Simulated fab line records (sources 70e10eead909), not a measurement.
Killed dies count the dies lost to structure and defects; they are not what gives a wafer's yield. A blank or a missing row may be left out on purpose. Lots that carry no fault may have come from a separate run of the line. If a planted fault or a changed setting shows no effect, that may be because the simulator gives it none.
fab line records ; flow nandHarc
[record] lots = 13; wafers = 39; lastDay = 35
route steps=1302 shown A_CHANNEL_FILL_D1@513 A_DECK1_JOINT@543 A_ONON_D2@546 END@1302
lots untouched by any fault: they come from a run of this same line in which no faults occurred
startH: hours from the record's opening day to when the first of the lot's shown wafers began ; waitH: how many hours have passed since the lot's step before this one ; " unchanged from the row above ; L1.1+2: a single row standing in for several wafers ; - no value, or no start given ; * or withheld: withheld ; < > ~ a bound
route shown NAME@n: names a module that has steps shown in the file, with the first one's number in the route ; usual: the fault-free wafers' mean and standard deviation ; same: alike in all rows ; chamber/n: place in a boat ; sites: the reading at each site ; _std_site: standard deviation of those values ; _edge_site: outer sites' mean less inner sites' ; radiusMm: for every site, how far away it sits from the centre of the wafer ; mask NAME#n: copy n ; behind: tool/chamber where the wafer was last shaped ; hold: why the lot went on hold/how many hours it stayed there/how the hold came to an end ; device: the n, p or np transistor that did not switch ; end of line: the route-end tests of the same wafers ; a step without rows: its recipe alone ; killed: dies lost to structure and defects at the first sort, not the wafer's yield ; map: dies across one wafer; x = killed, . = not, _ = none there
set.NAME: setting as actually run; set.NAME@STEP: the setting as run at that earlier step ; model.NAME: the simulator's own value behind a step, which no gauge read
steps of the route over a sample of lots; a table a step, a row a wafer
services: the hour from which a tool's chamber was out of use, counted from the record's first day as startH (under 0 if before that day), plus the number of hours and why
[[steps]]
[step NHARC_A_CHANNEL_FILL_D1_CMP_10]
[recipe] targetThkNm = 150
[usual] edgeZonePressureFrac = 1.000/0.0048; motorCurrentA = 12.8/0.85; timeToEndpointS = 15.6/2.2
lot.wafer;tool;chamber;startH;waitH;edgeZonePressureFrac;motorCurrentA;timeToEndpointS
L822.2;cmp-04;1;242.21;0.4;1.004;13.9;16.5
L822.6;cmp-04;1;242.21;0.4;1.003;13.6;15.3
L822.5;cmp-04;2;242.21;0.4;0.999;13.7;16.0
L823.4;cmp-02;3;242.21;0.4;1.007;12.5;17.0
L823.3;cmp-02;0;242.21;0.4;0.997;13.6;18.0
L823.6;cmp-02;3;242.21;0.4;1.012;12.9;17.2
L826.2;cmp-01;2;274.56;0.4;1.002;14.1;19.0
L826.1;cmp-01;3;274.56;0.4;1.000;13.0;19.2
L826.3;cmp-01;0;274.56;0.4;0.996;13.4;16.4
L827.2;cmp-02;3;285.98;0.4;0.996;12.3;11.9
L827.4;cmp-02;1;285.98;0.4;1.001;11.4;12.0
L827.5;cmp-02;3;285.98;0.4;1.006;13.3;12.3
L828.2;cmp-01;2;299.96;0.4;1.006;13.1;17.0
L828.1;cmp-01;0;299.96;0.4;1.009;13.1;14.7
L828.5;cmp-01;2;299.96;0.4;1.006;13.4;14.0
L829.1;cmp-02;1;311.00;0.4;1.006;12.0;13.3
L829.4;cmp-02;3;311.00;0.4;1.000;13.5;14.0
L829.5;cmp-02;1;311.00;0.4;1.002;11.7;12.9
L833.3;cmp-01;0;339.12;0.4;1.004;12.8;14.7
L833.5;cmp-01;1;339.12;0.4;1.006;12.0;19.4
L833.6;cmp-01;2;339.12;0.4;0.998;14.0;19.1
L836.4;cmp-01;3;376.06;0.4;0.999;13.4;16.6
L836.2;cmp-01;0;376.06;0.4;1.009;12.7;12.6
L836.1;cmp-01;1;376.06;0.4;1.002;12.8;15.5
L839.1;cmp-02;1;405.43;0.4;0.999;11.7;14.5
L839.4;cmp-02;3;405.43;0.4;0.997;12.4;12.2
L839.5;cmp-02;0;405.43;0.4;1.000;12.7;15.6
L842.4;cmp-01;3;438.19;0.4;1.006;12.2;19.3
L842.2;cmp-01;0;438.19;0.4;1.000;12.2;14.9
L842.5;cmp-01;1;438.19;0.4;1.002;12.9;17.3
L844.3;cmp-02;2;452.75;0.4;1.005;11.4;16.1
L844.2;cmp-02;0;452.75;0.4;1.004;12.7;13.2
L844.5;cmp-02;3;452.75;0.4;0.995;13.3;15.0
L843.3;cmp-01;2;452.83;0.4;1.001;13.9;20.5
L843.6;cmp-01;3;452.83;0.4;1.003;13.4;18.9
L843.5;cmp-01;0;452.83;0.4;0.992;12.7;18.8
L845.3;cmp-04;2;467.15;0.4;0.995;13.7;13.4
L845.4;cmp-04;3;467.15;0.4;0.998;11.9;11.6
L845.2;cmp-04;1;467.15;0.4;1.005;13.6;14.6
[step NHARC_A_DECK1_JOINT_THK_MEAS_17]
[recipe] thkMeasGauge = ellipsometry
[usual] thkNm = 44.9/1.2
lot.wafer;tool;chamber;startH;waitH;thkNm
L822.2;filmMetro-01;-;276.08;0.2;44.3
L822.5;filmMetro-01;-;276.08;0.2;44.0
L822.6;filmMetro-01;-;276.08;0.2;45.3
L823.3;filmMetro-02;-;276.27;0.3;44.3
L823.4;filmMetro-02;-;276.27;0.3;47.2
L823.6;filmMetro-02;-;276.27;0.3;46.0
L826.1;filmMetro-02;-;308.30;0.2;43.6
L826.2;filmMetro-02;-;308.30;0.2;44.7
L826.3;filmMetro-02;-;308.30;0.2;44.6
L829.1;filmMetro-02;-;342.18;0.2;45.1
L829.4;filmMetro-02;-;342.18;0.2;44.8
L829.5;filmMetro-02;-;342.18;0.2;44.8
L828.1;filmMetro-01;-;342.20;0.3;43.1
L828.2;filmMetro-01;-;342.20;0.3;45.5
L828.5;filmMetro-01;-;342.20;0.3;44.3
L827.2;filmMetro-01;-;342.30;0.3;46.4
L827.4;filmMetro-01;-;342.30;0.3;44.8
L827.5;filmMetro-01;-;342.30;0.3;45.5
L833.3;filmMetro-01;-;377.90;0.3;44.1
L833.5;filmMetro-01;-;377.90;0.3;44.9
L833.6;filmMetro-01;-;377.90;0.3;45.7
L836.1;filmMetro-02;-;412.54;0.2;45.5
L836.2;filmMetro-02;-;412.54;0.2;43.5
L836.4;filmMetro-02;-;412.54;0.2;46.1
L839.1;filmMetro-02;-;442.03;0.3;43.3
L839.4;filmMetro-02;-;442.03;0.3;45.2
L839.5;filmMetro-02;-;442.03;0.3;45.4
L842.2;filmMetro-01;-;476.95;0.3;43.8
L842.4;filmMetro-01;-;476.95;0.3;46.0
L842.5;filmMetro-01;-;476.95;0.3;44.4
L843.3;filmMetro-02;-;486.17;0.2;45.5
L843.5;filmMetro-02;-;486.17;0.2;44.6
L843.6;filmMetro-02;-;486.17;0.2;45.8
L844.2;filmMetro-02;-;486.25;0.3;46.0
L844.3;filmMetro-02;-;486.25;0.3;46.6
L844.5;filmMetro-02;-;486.25;0.3;47.0
L845.2;filmMetro-02;-;501.36;0.2;43.0
L845.3;filmMetro-02;-;501.36;0.2;44.3
L845.4;filmMetro-02;-;501.36;0.2;45.2
[step NHARC_A_ONON_D2_THK_MEAS_02]
[recipe] thkMeasGauge = ellipsometry
[usual] thkNm = 1003/10
lot.wafer;tool;chamber;startH;waitH;thkNm
L822.2;filmMetro-01;-;276.69;-;1015
L822.5;filmMetro-01;-;276.69;-;1014
L822.6;filmMetro-01;-;276.69;-;1014
L823.3;filmMetro-02;-;276.88;-;1011
L823.4;filmMetro-02;-;276.88;-;1011
L823.6;filmMetro-02;-;276.88;-;1010
L826.1;filmMetro-02;-;308.92;-;1022
L826.2;filmMetro-02;-;308.92;-;1020
L826.3;filmMetro-02;-;308.92;-;1021
L829.1;filmMetro-01;-;342.79;-;1018
L829.4;filmMetro-01;-;342.79;-;1017
L829.5;filmMetro-01;-;342.79;-;1018
L828.1;filmMetro-02;-;342.81;-;1013
L828.2;filmMetro-02;-;342.81;-;1014
L828.5;filmMetro-02;-;342.81;-;1014
L827.2;filmMetro-02;-;342.94;-;1005
L827.4;filmMetro-02;-;342.94;-;1007
L827.5;filmMetro-02;-;342.94;-;1007
L833.3;filmMetro-01;-;378.51;-;1002
L833.5;filmMetro-01;-;378.51;-;1001
L833.6;filmMetro-01;-;378.51;-;1001
L836.1;filmMetro-01;-;413.15;-;1015
L836.2;filmMetro-01;-;413.15;-;1014
L836.4;filmMetro-01;-;413.15;-;1014
L839.1;filmMetro-02;-;442.64;-;998
L839.4;filmMetro-02;-;442.64;-;996
L839.5;filmMetro-02;-;442.64;-;998
L842.2;filmMetro-01;-;477.57;-;1009
L842.4;filmMetro-01;-;477.57;-;1007
L842.5;filmMetro-01;-;477.57;-;1006
L843.3;filmMetro-01;-;486.78;-;982
L843.5;filmMetro-01;-;486.78;-;980
L843.6;filmMetro-01;-;486.78;-;979
L844.2;filmMetro-02;-;486.86;-;994
L844.3;filmMetro-02;-;486.86;-;992
L844.5;filmMetro-02;-;486.86;-;993
L845.2;filmMetro-01;-;502.21;-;997
L845.3;filmMetro-01;-;502.21;-;995
L845.4;filmMetro-01;-;502.21;-;996
[step NHARC_A_ONON_D2_DEP_33]
[recipe] targetThkA = 2000; tempC = 400; pressureTorr = 6.5; rfW = 900; teosFlowSccm = 161.4; flowSccm = 2650; targetThkNm = 200; gas = O2; material = SiO2
[usual] heaterPowerW = 608/87; mfcPrecursorSccm = 161.4/0.45; throttleValvePct = 15.6/0.42
lot.wafer;tool;chamber;startH;waitH;heaterPowerW;mfcPrecursorSccm;throttleValvePct
L823.3;pecvd-04;0;288.85;0.1;639;162.2;15.6
L823.6;pecvd-04;2;288.85;0.1;733;160.7;15.7
L823.4;pecvd-04;0;288.85;0.1;489;162.0;15.6
L822.2;pecvd-02;0;289.01;0.2;750;160.9;15.2
L822.6;pecvd-02;0;289.01;0.2;765;161.4;15.0
L822.5;pecvd-02;1;289.01;0.2;580;161.4;15.6
L826.2;pecvd-04;0;321.28;0.1;608;160.7;15.6
L826.1;pecvd-04;1;321.28;0.1;627;162.1;15.1
L826.3;pecvd-04;2;321.28;0.1;715;161.0;15.8
L829.1;pecvd-01;2;354.83;0.1;616;161.7;15.1
L829.5;pecvd-01;2;354.83;0.1;619;162.1;15.5
L829.4;pecvd-01;0;354.83;0.1;550;161.0;16.0
L828.2;pecvd-04;0;354.83;0.1;508;161.9;16.1
L828.1;pecvd-04;1;354.83;0.1;620;161.4;15.3
L828.5;pecvd-04;2;354.83;0.1;614;162.2;15.7
L827.2;pecvd-02;0;354.85;0.1;821;161.5;15.1
L827.4;pecvd-02;2;354.85;0.1;610;161.9;15.8
L827.5;pecvd-02;0;354.85;0.1;648;162.2;15.0
L833.3;pecvd-01;1;390.46;0.1;454;161.9;16.1
L833.5;pecvd-01;2;390.46;0.1;573;161.3;15.5
L833.6;pecvd-01;0;390.46;0.1;543;139.6;16.0
L836.2;pecvd-01;1;425.31;0.1;408;161.2;16.3
L836.1;pecvd-01;2;425.31;0.1;607;162.1;15.7
L836.4;pecvd-01;0;425.31;0.1;544;140.0;15.9
L839.1;pecvd-02;0;454.68;0.1;725;161.6;14.8
L839.4;pecvd-02;2;454.68;0.1;720;161.5;16.2
L839.5;pecvd-02;0;454.68;0.1;742;161.7;14.6
L842.2;pecvd-02;1;489.69;0.1;573;161.6;15.4
L842.4;pecvd-02;1;489.69;0.1;582;161.4;15.8
L842.5;pecvd-02;1;489.69;0.1;571;161.3;15.6
L843.3;pecvd-01;2;505.80;0.1;622;160.4;15.5
L843.6;pecvd-01;2;505.80;0.1;642;160.7;15.5
L843.5;pecvd-01;0;505.80;0.1;574;161.5;16.3
L844.2;pecvd-04;1;506.01;0.2;642;161.2;15.2
L844.3;pecvd-04;0;506.01;0.2;597;161.5;15.9
L844.5;pecvd-04;1;506.01;0.2;649;161.3;15.2
L845.2;pecvd-02;2;517.11;0.1;730;161.8;16.0
L845.3;pecvd-02;0;517.11;0.1;725;161.8;14.7
L845.4;pecvd-02;0;517.11;0.1;696;161.8;15.0
[step NHARC_A_ONON_D2_THK_MEAS_34]
[recipe] thkMeasGauge = ellipsometry
[usual] thkNm = 200.3/2.7
lot.wafer;tool;chamber;startH;waitH;thkNm
L823.3;filmMetro-02;-;289.22;-;195.2
L823.4;filmMetro-02;-;289.22;-;199.5
L823.6;filmMetro-02;-;289.22;-;201.5
L822.2;filmMetro-02;-;289.42;-;199.7
L822.5;filmMetro-02;-;289.42;-;203.2
L822.6;filmMetro-02;-;289.42;-;200.3
L826.1;filmMetro-01;-;321.70;-;204.2
L826.2;filmMetro-01;-;321.70;-;198.0
L826.3;filmMetro-01;-;321.70;-;201.4
L829.1;filmMetro-02;-;355.20;-;194.3
L829.4;filmMetro-02;-;355.20;-;200.6
L829.5;filmMetro-02;-;355.20;-;198.1
L827.2;filmMetro-01;-;355.22;-;200.5
L827.4;filmMetro-01;-;355.22;-;201.3
L827.5;filmMetro-01;-;355.22;-;201.4
L828.1;filmMetro-02;-;355.27;-;201.2
L828.2;filmMetro-02;-;355.27;-;197.2
L828.5;filmMetro-02;-;355.27;-;201.8
L833.3;filmMetro-02;-;390.87;-;199.1
L833.5;filmMetro-02;-;390.87;-;200.8
L833.6;filmMetro-02;-;390.87;-;173.6
L836.1;filmMetro-01;-;425.67;-;193.1
L836.2;filmMetro-01;-;425.67;-;193.3
L836.4;filmMetro-01;-;425.67;-;174.1
L839.1;filmMetro-01;-;455.05;-;200.6
L839.4;filmMetro-01;-;455.05;-;204.0
L839.5;filmMetro-01;-;455.05;-;202.6
L842.2;filmMetro-01;-;490.24;0.5;198.1
L842.4;filmMetro-01;-;490.24;0.5;201.3
L842.5;filmMetro-01;-;490.24;0.5;204.0
L843.3;filmMetro-01;-;506.16;-;197.9
L843.5;filmMetro-01;-;506.16;-;202.2
L843.6;filmMetro-01;-;506.16;-;196.5
L844.2;filmMetro-01;-;506.43;-;198.6
L844.3;filmMetro-01;-;506.43;-;203.3
L844.5;filmMetro-01;-;506.43;-;202.7
L845.2;filmMetro-01;-;517.53;-;199.9
L845.3;filmMetro-01;-;517.53;-;199.9
L845.4;filmMetro-01;-;517.53;-;203.2
[step NHARC_END_SORT_01]
[recipe] tempC = 25
[usual] killedAtArray = 62/22; killedAtOther = 1.0/1.4; killedAtPeriphery = 4.2/2.8; killedDies = 67/23; killedOpen = 3.1/1.7; killedShort = 2.1/1.5
[same] grossDies = 677
lot.wafer;tool;chamber;startH;waitH;killedAtArray;killedAtOther;killedAtPeriphery;killedDies;killedOpen;killedShort
L833.3;prober-01;0;663.35;3.1;54;0;0;54;1;5
// killed by level:class
L833.3 A_SLIT:chamberFilmFlake=30 A_CHANNEL_HOLE_D1:chamberFilmFlake=8 A_CONTACT:chamberFilmFlake=3 A_ONON_D2:geometricParticle:short=2 A_WL_FILL:geometricParticle:short=2 A_SGD_CUT:chamberFilmFlake=2 A_CHANNEL_FILL_D1:geometricParticle:open=1 A_CHANNEL_FILL_D2:geometricParticle:short=1
[[services]]
tool;chamber;startH;hours;kind
cmp-02;-;220.00;3.3;repair
pecvd-02;-;227.35;13.0;pm
cmp-02;-;232.65;4.0;pm
cmp-01;-;251.75;0.5;repair
cmp-01;-;268.07;6.3;repair
pecvd-04;-;269.13;13.0;pm
cmp-01;-;283.52;4.0;pm
cmp-01;-;310.17;3.8;repair
pecvd-02;1;328.06;10.2;repair
cmp-02;-;330.65;4.0;pm
cmp-01;-;377.63;1.5;repair
cmp-02;-;380.29;1.1;repair
cmp-01;-;381.52;4.0;pm
cmp-02;-;389.05;1.1;repair
cmp-01;-;394.64;1.2;repair
pecvd-02;1;395.68;11.8;repair
cmp-02;-;402.35;2.5;repair
pecvd-02;-;408.35;13.0;pm
cmp-02;-;428.65;4.0;pm
cmp-01;-;431.42;0.5;repair
cmp-02;-;451.31;0.3;repair
cmp-01;-;471.15;0.8;repair
cmp-01;-;479.52;4.0;pm
pecvd-02;2;480.54;13.4;repair
[[key]]
[firstSign] step = NHARC_A_ONON_D2_DEP_33; reading = mfcPrecursorSccm; direction = down; sigmas = 48; usual = 161.4; struck = 139.8
[effect] step = NHARC_A_ONON_D2_THK_MEAS_34; reading = thkNm; direction = down; sigmas = 9.7; usual = 200.3; struck = 173.9
metAt NHARC_A_ONON_D2_DEP_33
struckLots L833,L836
struckWafers L833.6,L836.4
testerLeftOut L833,L836
notActingAt NHARC_A_CHANNEL_FILL_D1_CMP_10,NHARC_A_DECK1_JOINT_THK_MEAS_17,NHARC_A_ONON_D2_THK_MEAS_02
onsetBetween 354.83 390.46
[fault] kind = processParameterDrift; tool = pecvd-01; chamber = 0; onsetH = 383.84; steps = NHARC_A_ONON_D2_DEP_33; channel = teosFlowSccm; offset = *; shape = step; endH = 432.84; actsIn = *; stated = *
// testerLeftOut: of these lots the tester's yield and bins aren't shown, on N5 and GAA mostly nor the transistor test; their killed dies are dies lost to structure and defects alone, not to doping, threshold or leakage, so they don't give the yield
